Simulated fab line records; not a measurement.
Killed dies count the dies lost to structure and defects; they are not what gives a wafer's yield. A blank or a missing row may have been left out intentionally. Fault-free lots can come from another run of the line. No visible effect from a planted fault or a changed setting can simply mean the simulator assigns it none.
fab line records | flow n5_finfet
[record] lots = 4 wafers = 10 last_day = 17
route steps=1938 shown BEOL_M4@1028 PASSIVATION@1936
lots with no fault: from the same line, run without faults
start_h: hours from the record's opening day to when the first of the lot's shown wafers began | wait_h: hours from the lot's prior step to this one | " the same as in the row above | L1.1+2: a single row standing in for several wafers | - either no value or no given start | * or withheld: withheld | < > ~ a bound
route shown NAME@n: a module of which the file shows steps, and the number in the route of the first | usual: average and standard deviation across the fault-free wafers | same: alike in all rows | chamber/n: place in a boat | sites: the reading at each site | _std_site: how widely they spread, as a standard deviation | _edge_site: mean of outer sites minus mean of inner sites | radius_mm: how far each site lies from the wafer's centre | mask NAME#n: copy n | behind: the most recent tool/chamber to have shaped the wafer | hold: why the lot went on hold/how many hours it stayed there/how the hold came to an end | device: the n, p or np transistor that did not switch | end of line: the tests these same wafers got at the end of their route | a step without rows: its recipe alone | killed: not the wafer's yield, but the dies lost to structure and defects at the first sort | map: dies across one wafer; x = killed, . = not, _ = none there
set.NAME: the setting that was run; set.NAME@STEP: the one run at that earlier step | model.NAME: the simulator's own value behind a step, which no gauge read
lots seen at some steps along the route; tables by step, rows by wafer
services: when a tool's chamber went out of use (start_h, in hours from the record's first day, below 0 if earlier), for how many hours, and the reason
[[steps]]
[step N5_BEOL_M4_COAT_05]
[recipe] resist = CAR-EUV spin_rpm = 1500 resist_thk_nm = 30
[step N5_BEOL_M4_EBR_07]
[recipe] solvent = PGMEA ebr_width_mm = 1.5
[step N5_BEOL_M4_SOFTBAKE_06]
[recipe] temp_c = 110 time_s = 60 resist = CAR-EUV
[step N5_BEOL_M4_EXPOSE_08]
[recipe] mask_id = M4 na = 0.33 source_shape = dipole sigma_inner = 0.369 sigma_outer = 0.767 polarization = unpolarized dose_mj = 41.25
[step N5_BEOL_M4_PEB_09]
[recipe] peb_temp_c = 100 peb_time_s = 60 resist = CAR-EUV
[step N5_BEOL_M4_DEVELOP_10]
[recipe] develop_time_s = 30 developer = TMAH resist = CAR-EUV rinse_liquid = surfactant_rinse dry = air_spin dev_temp_c = 23
[step N5_BEOL_M4_DESCUM_16]
[recipe] chemistry = O2 time_s = 7 source_power_w = 50 bias_power_w = 20 pressure_mtorr = 20 rf_frequency_hz = 2.712e+07 temp_c = 40 resist = CAR-EUV o2_flow_sccm = 225
[step N5_BEOL_M4_ETCH_74]
[recipe] chemistry = N2/H2 target = underlayer target_depth_a = 65 mask_material = CAR-EUV time_s = 5.2 ion_energy_ev = 200 pressure_mtorr = 30 source_w = 840 bias_w = 150 n2_flow_sccm = 200 h2_flow_sccm = 200 ends = cleared
[step N5_BEOL_M4_ETCH_63]
[recipe] chemistry = CF4 target = SiARC target_depth_a = 156 mask_material = CAR-EUV time_s = 26 ion_energy_ev = 80 pressure_mtorr = 40 source_w = 545 bias_w = 36 Ar_flow_sccm = 100 cf4_flow_sccm = 100 ends = cleared
[step N5_BEOL_M4_ETCH_64]
[recipe] chemistry = N2/H2 target = SOC target_depth_a = 750 overetch_a = 225 mask_material = SiARC temp_c = 40 time_s = 121.9 ion_energy_ev = 200 pressure_mtorr = 30 source_w = 840 bias_w = 150 n2_flow_sccm = 200 h2_flow_sccm = 200
[usual] drypump_motor_current_A = 5.6/0.4 oes_product_au = 0.62/0.066 rf_fwd_power_W = 836.9/2.5 rf_vpp_V = 525.4/2.7 showerhead_plenum_p_Torr = 2.59/0.094 throttle_valve_pct = 17.8/0.38
// columns lot.wafer tool chamber start_h wait_h drypump_motor_current_A oes_product_au rf_fwd_power_W rf_hours_counter_h rf_vpp_V showerhead_plenum_p_Torr throttle_valve_pct model.etch.depth_nm model.SiARC_of_BEOL_M4_COAT_62.thk_nm model.BEOL_M4.cd_offset_nm
L896.1 rie_diel-03 0 246.83 0.0 5.5 0.54 842.1 207 520.4 2.42 18.4 60.15 6.4 0
L896.2 " 2 " " 6.0 0.64 837.5 62 528.7 2.67 17.3 59.97 5.8 -0.6
L896.6 " 2 " " 6.0 0.64 837.0 - 527.6 2.66 17.3 60.08 5.8 -0.4
L901.1 rie_diel-03 2 279.59 0.0 6.0 0.85 - 74 527.3 2.66 17.4 56.02 8.6 -0.8
L901.2 " 1 " " 5.0 0.89 - 32 527.5 2.72 17.8 56.11 8.6 -0.6
L902.1 rie_diel-03 2 289.71 0.0 6.0 0.85 - 79 527.0 2.66 17.4 56.33 8.6 -1.4
L902.6 " 0 " " 5.5 0.52 838.3 - 520.0 2.41 18.4 59.84 6.6 -0.2
L905.2 rie_diel-01 2 304.99 0.0 5.9 0.66 841.4 48 528.0 2.67 17.7 60.11 6.4 0.4
L905.4 " 0 " " 5.8 0.64 839.5 58 524.4 2.57 17.8 60.13 6.4 -0.2
L905.5 " 2 " " 5.9 0.66 840.2 - 528.7 2.67 17.7 59.93 6.4 0.4
[step N5_BEOL_M4_STRIP_65]
[recipe] chemistry = N2/H2 temp_c = 40 n2_flow_sccm = 200 h2_flow_sccm = 200 rf_frequency_hz = 6e+07
[step N5_BEOL_M4_STRIP_75]
[recipe] chemistry = N2/H2 temp_c = 40 n2_flow_sccm = 200 h2_flow_sccm = 200 rf_frequency_hz = 6e+07
[step N5_BEOL_M4_STRIP_66]
[recipe] chemistry = CF4 resist = SiARC power_w = 300 bias_power_w = 75 pressure_mtorr = 50 cf4_flow_sccm = 150 rf_frequency_hz = 6e+07
[step N5_BEOL_M4_HM_OPEN_17]
[recipe] chemistry = Cl2/BCl3 target_depth_a = 200 overetch_a = 60 target = TiN mask_material = SOC ion_energy_ev = 150 pressure_mtorr = 10 icp_w = 1000 bias_w = 126 Cl2_flow_sccm = 53.25 bcl3_flow_sccm = 21.75 Ar_flow_sccm = 25
[usual] drypump_motor_current_A = 5.6/0.53 oes_ar_750_au = 0.74/0.1 oes_product_au = 0.62/0.085 rf_fwd_power_W = 990/4.1 throttle_valve_pct = 22.2/0.31
// columns lot.wafer tool chamber start_h wait_h drypump_motor_current_A oes_ar_750_au oes_product_au rf_fwd_power_W rf_hours_counter_h throttle_valve_pct model.BEOL_M4.cd_offset_nm
L896.1 rie_metal-02 0 247.01 0.0 6.5 0.93 0.78 999 3 22.1 0.2
L896.2 " 0 " " 6.5 0.93 0.78 998 - 22.1 -0.6
L896.6 " 0 " " 6.5 0.92 0.79 1001 - 22.1 -0.4
L901.1 rie_metal-01 0 279.77 0.0 4.8 0.68 0.54 987 116 22.0 -0.6
L901.2 " 1 " " 5.8 0.77 0.65 991 46 21.8 -0.4
L902.1 rie_metal-01 0 289.88 0.0 4.8 0.67 0.54 988 117 22.0 -1.4
L902.6 " 1 " " 5.8 0.77 0.66 986 - 21.9 -0.2
L905.2 rie_metal-03 1 305.17 0.0 5.4 0.88 0.72 995 22 22.2 0.6
L905.4 " 1 " " 5.4 0.88 0.72 994 - 22.2 0
L905.5 " 0 " " 5.9 0.64 0.55 991 - 22.8 0.4
[step N5_BEOL_M4_STRIP_19]
[recipe] chemistry = O2 power_w = 400 temp_c = 40 pressure_mtorr = 30 rf_frequency_hz = 6e+07 bias_power_w = 0 overash_fraction = 0.2 o2_flow_sccm = 225
[step N5_BEOL_M4_COAT_67]
[recipe] resist = SOC temp_c = 250 time_s = 60 spin_rpm = 1500 resist_thk_nm = 60
[step N5_BEOL_M4_COAT_68]
[recipe] resist = SiARC temp_c = 220 time_s = 60 spin_rpm = 1500 resist_thk_nm = 12
[step N5_BEOL_M4_COAT_76]
[recipe] resist = underlayer temp_c = 205 time_s = 60 spin_rpm = 1500 resist_thk_nm = 5
[step N5_BEOL_M4_COAT_22]
[recipe] resist = CAR-EUV spin_rpm = 1500 resist_thk_nm = 30
[step N5_BEOL_M4_EBR_24]
[recipe] solvent = PGMEA ebr_width_mm = 1.5
[step N5_BEOL_M4_SOFTBAKE_23]
[recipe] temp_c = 110 time_s = 60 resist = CAR-EUV
[step N5_BEOL_M4_EXPOSE_25]
[recipe] mask_id = V3 na = 0.33 source_shape = quasar sigma_inner = 0.2 sigma_outer = 0.8 polarization = unpolarized defocus_nm = 5 dose_mj = 63
[step N5_BEOL_M4_PEB_26]
[recipe] peb_temp_c = 100 peb_time_s = 60 resist = CAR-EUV
[step N5_BEOL_M4_DEVELOP_27]
[recipe] develop_time_s = 30 developer = TMAH resist = CAR-EUV rinse_liquid = surfactant_rinse dry = air_spin dev_temp_c = 23
[step N5_BEOL_M4_DESCUM_33]
[recipe] chemistry = O2 time_s = 7 source_power_w = 50 bias_power_w = 20 pressure_mtorr = 20 rf_frequency_hz = 2.712e+07 temp_c = 40 resist = CAR-EUV o2_flow_sccm = 225
[step N5_BEOL_M4_ETCH_77]
[recipe] chemistry = N2/H2 target = underlayer target_depth_a = 65 mask_material = CAR-EUV time_s = 5.2 ion_energy_ev = 200 pressure_mtorr = 30 source_w = 840 bias_w = 150 n2_flow_sccm = 200 h2_flow_sccm = 200 ends = cleared
[step N5_BEOL_M4_ETCH_69]
[recipe] chemistry = CF4 target = SiARC target_depth_a = 156 mask_material = CAR-EUV time_s = 26 ion_energy_ev = 80 pressure_mtorr = 40 source_w = 545 bias_w = 36 Ar_flow_sccm = 100 cf4_flow_sccm = 100 ends = cleared
[step N5_BEOL_M4_ALD_98]
[recipe] material = SiO2 target_thk_a = 25 temp_c = 100 ald_precursor_family = BDEAS ald_co_reactant = O2-plasma pulse_time_s = 1 co_reactant_pulse_time_s = 1 purge_time_s = 2 co_reactant_purge_time_s = 2 ald_cycles = 17 pressure_torr = 2
[step N5_BEOL_M4_ETCHBACK_99]
[recipe] chemistry = CHF3 target = SiO2 target_depth_a = 50 time_s = 10.4 source_w = 215 bias_w = 47 Ar_flow_sccm = 200 CHF3_flow_sccm = 12 ion_energy_ev = 100 pressure_mtorr = 30
[usual] drypump_motor_current_A = 5.6/0.39 oes_ar_750_au = 0.81/0.088 oes_product_au = 0.81/0.092 rf_fwd_power_W = 212.4/0.84 rf_vpp_V = 242/7 showerhead_plenum_p_Torr = 2.20/0.084 throttle_valve_pct = 17.10/0.23
[same] time_s = 10.4
// columns lot.wafer tool chamber start_h wait_h drypump_motor_current_A oes_ar_750_au oes_product_au rf_fwd_power_W rf_hours_counter_h rf_vpp_V showerhead_plenum_p_Torr throttle_valve_pct
L896.1 rie_diel-01 3 254.05 5.9 5.6 0.75 0.76 211.7 135 244 2.16 16.91
L896.2 " 0 " " 5.8 0.86 0.87 211.9 36 238 2.21 17.11
L896.6 " 1 " " 5.0 0.69 0.67 212.6 - 229 2.21 17.51
L901.1 rie_diel-03 1 283.39 2.3 5.0 0.88 0.39 211.7 34 245 2.29 16.98
L901.2 " 3 " " 5.4 0.77 0.35 210.8 120 251 2.25 17.06
L902.1 rie_diel-03 1 305.93 13.4 5.0 0.87 0.40 211.6 45 245 2.29 17.01
L902.6 " 2 " " 6.0 0.82 0.82 212.2 - 246 2.28 16.95
L905.2 rie_diel-05 0 312.86 6.0 4.7 0.83 0.82 214.9 79 236 2.19 16.91
L905.4 " 1 " " 5.6 0.75 0.76 211.9 154 253 2.05 17.15
L905.5 " 2 " " 5.8 1.01 1.00 214.1 - 233 2.08 16.81
[step N5_BEOL_M4_ETCH_70]
[recipe] chemistry = N2/H2 target = SOC target_depth_a = 800 overetch_a = 240 mask_material = SiARC temp_c = 40 time_s = 130 ion_energy_ev = 200 pressure_mtorr = 30 source_w = 840 bias_w = 150 n2_flow_sccm = 200 h2_flow_sccm = 200
[step N5_BEOL_M4_STRIP_71]
[recipe] chemistry = N2/H2 temp_c = 40 n2_flow_sccm = 200 h2_flow_sccm = 200 rf_frequency_hz = 6e+07
[step N5_BEOL_M4_STRIP_78]
[recipe] chemistry = N2/H2 temp_c = 40 n2_flow_sccm = 200 h2_flow_sccm = 200 rf_frequency_hz = 6e+07
[step N5_BEOL_M4_STRIP_83]
[recipe] chemistry = C4F6/O2 resist = SiARC rf_frequency_hz = 6e+07
[step N5_BEOL_M4_STRIP_36]
[recipe] chemistry = N2/H2 power_w = 450 temp_c = 40 pressure_mtorr = 20 rf_frequency_hz = 6e+07 overash_fraction = 0.3 bias_power_w = 7 h2_frac = 0.5 n2_flow_sccm = 200 h2_flow_sccm = 200
[step N5_BEOL_M4_OCD_MEAS_38]
[usual] trench_depth_nm = 55.5/1.4
// columns lot.wafer tool chamber start_h wait_h trench_depth_nm
L896.1 ocd-01 - 254.44 - 55.2
L896.2 " - " " 54.9
L896.6 " - " " 55.0
L901.1 ocd-02 - 283.79 - 6.6
L901.2 " - " " 6.3
L902.1 ocd-01 - 306.33 - 8.2
L902.6 " - " " 57.1
L905.2 ocd-02 - 313.26 - 55.3
L905.4 " - " " 55.4
L905.5 " - " " 58.6
[step N5_BEOL_M4_CD_MEAS_35]
[recipe] target_cd_nm = 18 target_cd_y_nm = 22.4 polarity = opening
[usual] cd_nm = 18.1/0.47
// columns lot.wafer tool chamber start_h wait_h cd_nm
L896.1 cd_sem-03 - 254.59 0.0 18.6
L896.2 " - " " 17.2
L896.6 " - " " 18.1
L901.1 cd_sem-03 - 283.96 0.0 -
L901.2 " - " " -
L902.1 cd_sem-02 - 306.49 0.0 -
L902.6 " - " " 17.7
L905.2 cd_sem-01 - 313.41 0.0 18.4
L905.4 " - " " 17.7
L905.5 " - " " 18.4
[step N5_BEOL_M4_THK_MEAS_53]
[recipe] thk_meas_gauge = xrf reads = Cu_of_BEOL_M4_ECD_50
[usual] M4_THK = 40.2/2
// columns lot.wafer tool chamber start_h wait_h M4_THK[nm]
L896.1 film_metro-02 - 258.56 - 41.5
L896.2 " - " " 38.6
L896.6 " - " " 41.6
L901.1 film_metro-01 - 287.53 - -
L901.2 " - " " -
L902.1 film_metro-02 - 310.00 - -
L902.6 " - " " 42.5
L905.2 film_metro-01 - 316.81 - 39.6
L905.4 " - " " 40.2
L905.5 " - " " 41.4
[step N5_BEOL_M4_RC_MEAS_101]
[usual] DIBL_N = 37.5/2.5 DIBL_P = 38/3.1 IOFF_N = 0.19/0.059 IOFF_P = 0.24/0.061 ION_N = 679/16 ION_P = 465/9.8 SS_N = 72.0/0.8 SS_P = 73.7/0.86 VT_N = 248/4.5 VT_P = -249/3.5
// columns lot.wafer tool chamber start_h wait_h DIBL_N[mV/V] DIBL_P[mV/V] IOFF_N[nA/um] IOFF_P[nA/um] ION_N[uA/um] ION_P[uA/um] SS_N[mV/dec] SS_P[mV/dec] VT_N[mV] VT_P[mV]
L896.1 prober-02 0 258.90 0.0 35.8 33 0.14 0.19 671 466 72.7 72.6 249 -251
L896.2 " 0 " " 40.6 41 0.23 0.31 673 461 72.9 74.7 246 -246
L896.6 " 0 " " 39.1 37 0.20 0.23 669 459 74.1 73.6 253 -251
L902.6 prober-02 0 311.12 0.8 39.7 38 0.20 0.24 671 458 72.5 73.3 247 -248
L905.2 prober-02 0 317.28 0.2 30.9 31 0.10 0.14 652 455 71.1 71.5 255 -251
L905.4 " 0 " " 37.6 40 0.22 0.30 704 479 72.7 73.4 244 -245
L905.5 " 0 " " 32.4 35 0.13 0.20 667 470 71.5 73.3 251 -252
[step N5_PASSIVATION_PROBE_49]
[usual] defect_limited_yield = 91.0/1.4 killed_at_M0_to_M3 = 35/10 killed_at_M4_up = 14/5.5 killed_at_contacts = 13/5.6 killed_at_front_end = 41/11 killed_at_other = 4/3.4 killed_dies = 106/16 killed_on_rim = 13/4 killed_open = 68/12 killed_short = 35/7.3 sort_bin_5_function = 5.3/0.89 sort_bin_6_memory = 3.4/0.67 sort_n_pass = 1070/28 sort_yield_pct = 90.7/2.4
[same] gross_dies = 1180 killed_at_back_side = 0 sort_bin_4_leakage[%] = 0 sort_bin_8_speed[%] = 0
// columns lot.wafer tool chamber start_h wait_h defect_limited_yield[%] killed_at_M0_to_M3 killed_at_M4_up killed_at_contacts killed_at_front_end killed_at_other killed_dies killed_on_rim killed_open killed_short sort_bin_5_function[%] sort_bin_6_memory[%] sort_n_pass sort_yield_pct[%]
L896.1 prober-01 - 373.34 0.0 91.4 33 7 19 41 1 101 9 65 34 5.3 2.8 1079 91.4
L896.2 prober-01 - 373.39 0.1 91.9 25 9 16 43 3 96 10 64 31 4.4 3.4 1084 91.9
L896.6 prober-01 - 373.59 0.3 90.8 19 14 26 49 1 109 9 71 37 5.6 3.2 1071 90.8
L901.1 prober-02 - 403.02 0.0 13.4 28 942 8 40 4 1022 146 56 31 83.6 2.7 158 13.4
L901.2 prober-02 - 403.07 0.1 16.3 23 908 8 40 9 988 136 65 26 80.7 2.8 192 16.3
L902.1 prober-02 - 411.44 0.0 15.2 27 928 11 32 3 1001 140 62 31 81.6 3.0 179 15.2
L902.6 prober-02 - 411.69 0.3 89.3 38 25 17 45 1 126 18 83 35 5.9 4.2 1054 89.3
L905.2 prober-02 - 419.58 0.1 92.5 25 10 9 39 5 88 10 54 32 4.2 3.2 1092 92.5
L905.4 prober-02 - 419.68 0.2 90.8 43 6 12 41 6 108 15 60 46 5.4 3.5 1072 90.8
L905.5 prober-02 - 419.73 0.2 89.7 38 23 14 43 4 122 19 74 47 6.5 3.7 1058 89.7
// killed by level:class
L896.1 MOL_CONTACT_COAG:geometric_particle:open=14 FIN_SAQP:geometric_particle:open=10 BEOL_M0_SAQP:geometric_particle:open=9 STI_FIN_REVEAL:geometric_particle:open=8 BEOL_M0_SAQP:geometric_particle:short=7 ILD0:geometric_particle:open=5 BEOL_M2:geometric_particle:open=5 FIN_SAQP:geometric_particle:short=4
L896.2 BEOL_M0_SAQP:geometric_particle:short=13 FIN_SAQP:geometric_particle:open=12 MOL_CONTACT_COAG:geometric_particle:open=11 STI_FIN_REVEAL:geometric_particle:open=9 ILD0:geometric_particle:open=8 BEOL_M0_SAQP:geometric_particle:open=7 MOL_CONTACT_COAG:geometric_particle:short=5 BEOL_M4:geometric_particle:open=5
L896.6 MOL_CONTACT_COAG:geometric_particle:open=21 FIN_SAQP:geometric_particle:open=9 STI_FIN_REVEAL:geometric_particle:open=8 GATE_CUT:geometric_particle:short=6 FIN_SAQP:geometric_particle:short=5 MOL_CONTACT_COAG:geometric_particle:short=5 ILD0:geometric_particle:short=4 BEOL_M0_SAQP:geometric_particle:open=4
L901.1 BEOL_M4:area_etch=934 FIN_SAQP:geometric_particle:short=13 FIN_SAQP:geometric_particle:open=9 GATE_CUT:geometric_particle:open=6 MOL_CONTACT_COAG:geometric_particle:open=6 BEOL_M2:geometric_particle:open=6 BEOL_M0_SAQP:geometric_particle:short=5 BEOL_M0:geometric_particle:open=4
L901.2 BEOL_M4:area_etch=897 FIN_SAQP:geometric_particle:open=15 FIN_SAQP:geometric_particle:short=9 MOL_CONTACT_COAG:geometric_particle:open=8 BEOL_M0_SAQP:geometric_particle:open=7 BEOL_M3:geometric_particle:open=5 BEOL_M4:geometric_particle:open=4 STI_FIN_REVEAL:geometric_particle:open=3
L902.1 BEOL_M4:area_etch=908 BEOL_M3:geometric_particle:open=15 BEOL_M4:geometric_particle:open=13 STI_FIN_REVEAL:geometric_particle:open=10 MOL_CONTACT_COAG:geometric_particle:open=7 FIN_SAQP:geometric_particle:short=4 GATE_CUT:geometric_particle:short=4 MOL_CONTACT_COAG:geometric_particle:short=4
L902.6 MOL_CONTACT_COAG:geometric_particle:open=13 STI_FIN_REVEAL:geometric_particle:open=12 BEOL_M4:geometric_particle:open=11 BEOL_M3:geometric_particle:open=10 FIN_SAQP:geometric_particle:open=9 FIN_SAQP:geometric_particle:short=7 BEOL_M0_SAQP:geometric_particle:short=7 BEOL_M0_SAQP:geometric_particle:open=6
L905.2 FIN_SAQP:geometric_particle:short=14 BEOL_M1:geometric_particle:open=12 MOL_CONTACT_COAG:geometric_particle:open=8 FIN_SAQP:geometric_particle:open=5 STI_FIN_REVEAL:geometric_particle:open=4 BEOL_M0_SAQP:geometric_particle:short=4 BEOL_M2:geometric_particle:open=4 DUMMY_GATE:geometric_particle:open=3
L905.4 BEOL_M0_SAQP:geometric_particle:open=11 BEOL_M1:geometric_particle:open=9 FIN_SAQP:geometric_particle:short=8 STI_FIN_REVEAL:geometric_particle:open=8 MOL_CONTACT_COAG:geometric_particle:open=8 BEOL_M0_SAQP:geometric_particle:short=8 DUMMY_GATE:geometric_particle:open=5 BEOL_M3:geometric_particle:open=5
L905.5 BEOL_M4:geometric_particle:open=13 FIN_SAQP:geometric_particle:short=12 DUMMY_GATE:geometric_particle:open=11 MOL_CONTACT_COAG:geometric_particle:open=8 BEOL_M0_SAQP:geometric_particle:open=7 BEOL_M1:geometric_particle:open=7 STI_FIN_REVEAL:geometric_particle:open=6 MOL_CONTACT_COAG:geometric_particle:short=6
// map L901.1 (x killed, . not)
_________________xxxxxxxxxxxx________________
______________xxxxxxxxxxxxxxxxxx_____________
___________xxxxxxxxxxxxxxxxxxxxxxxx__________
__________xxxxxxxxxxxxxxxxxxxxxxxxxx_________
________xxx.xxxxxx.xxxxxx.xx.xx.xxxxxx_______
_______xxxx.xxxx.xx.x.xxxxxxxxx.xxxxxxx______
______.x.xxxxxx.xx.xxxxxxxxxxxxxxxxxxxxx_____
_____xxxxxxxxxx.x.xxxxxxxxxxxxxxx.xxxxxxx____
____xxxxxxxxx.xxxx.xxx.xxx.xxxxxxxxxxxxxxx___
___xxxxxxxxxxx.x.xxxxxxxxxxxxxx.xxxxxxxxxxx__
___xxxxxxxxxxxx...xxxxxx.xxxxxxxxxxxxxxxxxx__
__xxxxxxxxxxxxx.xxx.xx.xx.xxxxxxxxxxxxxxxxxx_
__xxxxxxxxxxxxxxx.xxxxxxxxx.xxxxxxxxxxxxxxxx_
_xxxxxxxxxxxxxxxxxx.xxxxxxxxxxxxxxxxxxxxxxxxx
_xxxxxxxxxxxxxxxxxxxxxxxxxxxxxxxxxxxxx.xxxxxx
_xxxxxxxxxxxxxxxxxx.xxxxxxxxxxxxxxx.xxxxxxxxx
_xxxxxxxxxxxxxx.x.xx.xxxxxxxxxxxxxxxxxxxxxxxx
_xxxxxxxx.xxxxxxxxx..xxxx.xx.xxxxxxxxxxxxxxxx
_xxxxxxxxxxxx.xxx.x...xxx.xxxxxxxxxxxxxxxxxxx
_xxxxxxxxxxxx.xxxxx...xxxxxxxxxxxxxxxxxxxx.xx
_xxxxxxx.xxxxx.x.x.xxxx.xxxxxx..x.xxxxxxxxx.x
__xxxxxxxxxxx..x.x..xx.xxxxxx.xx.xxxxxxxxxxx_
__xxxxxxxx.xxxxxxxxx.xx.x...xx.x..x.xxxxxxxx_
___xxxxxxxxx.xxx...xx.xx..x.xxxx..xxxxxxxxx__
___xxxxx.xx.xxx..x.xxxx.xx..xxxx...xxxxxxxx__
____xxxxx.x.xx.xxxxxx..xxxxxxxxx...x..x.xx___
_____xxxx.x.xxx.xxxxxxxx...xxx....xxxxxxx____
______xxxxxxxxxxxx.xxxxxx.xxx.xx...xxxxx_____
_______xxxxxxxxxxx.xxxx.xxx.xxx.x.xxx.x______
________xxxxxxxx..xxxx..x..xx.xxxxxx.x_______
__________xxxxxxxxx.x.xxxxxxxxxxx.xx_________
___________xxxx.xx..xxxxxx.x.xxxx.x__________
______________xxxxxxx.xxxxx.x.xx_____________
_________________xxxxxxxxxxxx________________
// map L902.1 (x killed, . not)
_________________xxxxxxxxxxxx________________
______________xxx.xxx.xxxxxxx.xx_____________
___________xxxxxxx.xxxxxxxxxxxxxx.x__________
__________xxxx.xxx.x.xxx.x.xxxxxxxxx_________
________x.xx.xxxxxxxxxxxxxxxxxxxxxxx.x_______
_______xx.xxxxx..xx.x.xxxxxxxxxxx.x.xxx______
______xxxxxxxxxxxx.xxx..xxx.xxxx.xx.xxxx_____
_____xxxxxxxxxxxxx..xxxx...x.xxxx..xxxxxx____
____xxxxxxxxxxxx...x..x..xxx.xxxxxxxxxxxxx___
___xxxxxxxxxxx......xxx.xx.xxxxxxxxxxxxxxxx__
___xxxxxxxxxxx.xxx.x.xxxxxxxxxxxx.xxxxxxxxx__
__xxxxxxxxxxxxx.xxx..x.x.x.x.xxxxxxxxxxxxxxx_
__xxxxxxxxxxxx.x.x.xxxx.xxxxxxxxxxxxxxxxxxxx_
_xxxxxxxxxxxxxxx.x.xx..xx.xxxxxx.xxxxxxxxxxxx
_xxxxxxxxxxxxxxxxxx...xxxxxxxxxxxxxxxxxxxxxxx
_xxxxxxxxxxxxx.x.xx.xxxxx.xxxxxxxxxxxxxxxxxxx
_xxxxxxx.xxxxxxxx....xxxxxxxxx.xxxxxxxxxxxxxx
_xxxxxxxxxxxxxxx.xxx.xx.xxxxxxxxxxxxxxxxxxxxx
_xxxxxxxxxxxxxxx.xxx.x.xxxxxxxxxxxxxxxxxxxxxx
_x.xxxxxxxxx.xxxx...xx.xxxxx.xxxxxxxxxxxxxxxx
_xxxxxxxxxxxxxxxx.xxxxxxxxxxxxxx.xxxxxxxxxxxx
__xxxxxxxxxxxxxx...xxxxx..x.xxx.xx.xxxxxxx.x_
__xxxxxxxxxxxxxxxxx..xxxxxxxxxx.xxxxxxxxxxxx_
___xxxxxx...xxx......xxx...x.xxxxxxxxxxxxxx__
___xxxxxxxxxx.x.x.x....xxxxxxxxx.x.x..xxxxx__
____x.xxxxx.xx..x.x.xxxx.x.xx.xx..x.xxxxxx___
_____xxxxxxxxxx...xx..xx.xxxxxx.x.xxx..xx____
______x..xxxxxxx.xxxxx.x..xxxxxx..xxxx.x_____
_______xxxxx.xxxxxxx.xxxxxxxxxxxxxxxxxx______
________xxxxxxxxx.xxxx.xxxxxxxxxxxxx.x_______
__________.x.xxx.xxxx.xxxxxxxxxxxxxx_________
___________xxxxxxxxxxx.xxxxxxxxxxxx__________
______________xxxxxxx.xxxxxxxxxx_____________
_________________xxx.xx.xxxxx________________
[[services]]
// columns tool chamber start_h hours kind
rie_diel-01 3 233.35 4.4 repair
rie_metal-01 1 235.56 4.2 repair
rie_metal-02 1 246.69 - clean
rie_metal-02 1 246.69 13.6 scheduled_down
rie_metal-02 1 246.69 13.6 vent_cycle
rie_diel-05 2 248.24 5.7 repair
rie_diel-01 1 255.78 - clean
rie_diel-01 1 255.78 - consumable_replace:focus_ring
rie_diel-01 1 255.78 26.3 scheduled_down
rie_diel-01 1 255.78 26.3 vent_cycle
rie_diel-03 1 260.43 9.6 repair
rie_diel-03 3 273.20 6.0 repair
rie_metal-02 - 279.08 0.3 repair
rie_diel-05 - 280.28 28.1 pm
rie_metal-01 0 310.11 4.5 repair
[[key]]
[first_sign] step = N5_BEOL_M4_ETCH_64 reading = oes_product_au direction = up sigmas = 3.7 usual = 0.62 struck = 0.86
[effect] step = N5_BEOL_M4_ETCHBACK_99 reading = oes_product_au direction = down sigmas = 4.7 usual = 0.81 struck = 0.38
[effect] step = N5_BEOL_M4_OCD_MEAS_38 reading = trench_depth_nm direction = down sigmas = 35 usual = 55.5 struck = 7.0
[effect] step = N5_BEOL_M4_CD_MEAS_35 reading = cd_nm direction = missing
[effect] step = N5_BEOL_M4_THK_MEAS_53 reading = M4_THK direction = missing
[effect] step = N5_PASSIVATION_PROBE_49 reading = killed_at_M4_up direction = up sigmas = 99+ usual = 14 struck = 926
[model_effect] step = N5_BEOL_M4_ETCH_64 value = etch.depth_nm without = 59.91 struck = 56.15
[model_effect] step = N5_BEOL_M4_HM_OPEN_17 value = BEOL_M4.cd_offset_nm without = 0.2 struck = -0.8
[more_kills_born_at] N5_BEOL_M4_ETCH_64@rie_diel-03 = 2739
met_at N5_BEOL_M4_ETCH_64
struck_wafers L901.1,L901.2,L902.1
later_rows_left_out L901.1,L901.2,L902.1
onset_between 246.83 279.59
[fault] kind = process_parameter_drift tool = rie_diel-03 chamber = - onset_h = 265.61 steps = N5_BEOL_M4_ETCH_64 channel = time_s offset = * shape = step end_h = 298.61 scope = struck_wafers_only acts_in = * stated = *
// later_rows_left_out: the simulator's readings of these wafers behind a module that went badly wrong aren't trusted and aren't shown, but for the sort
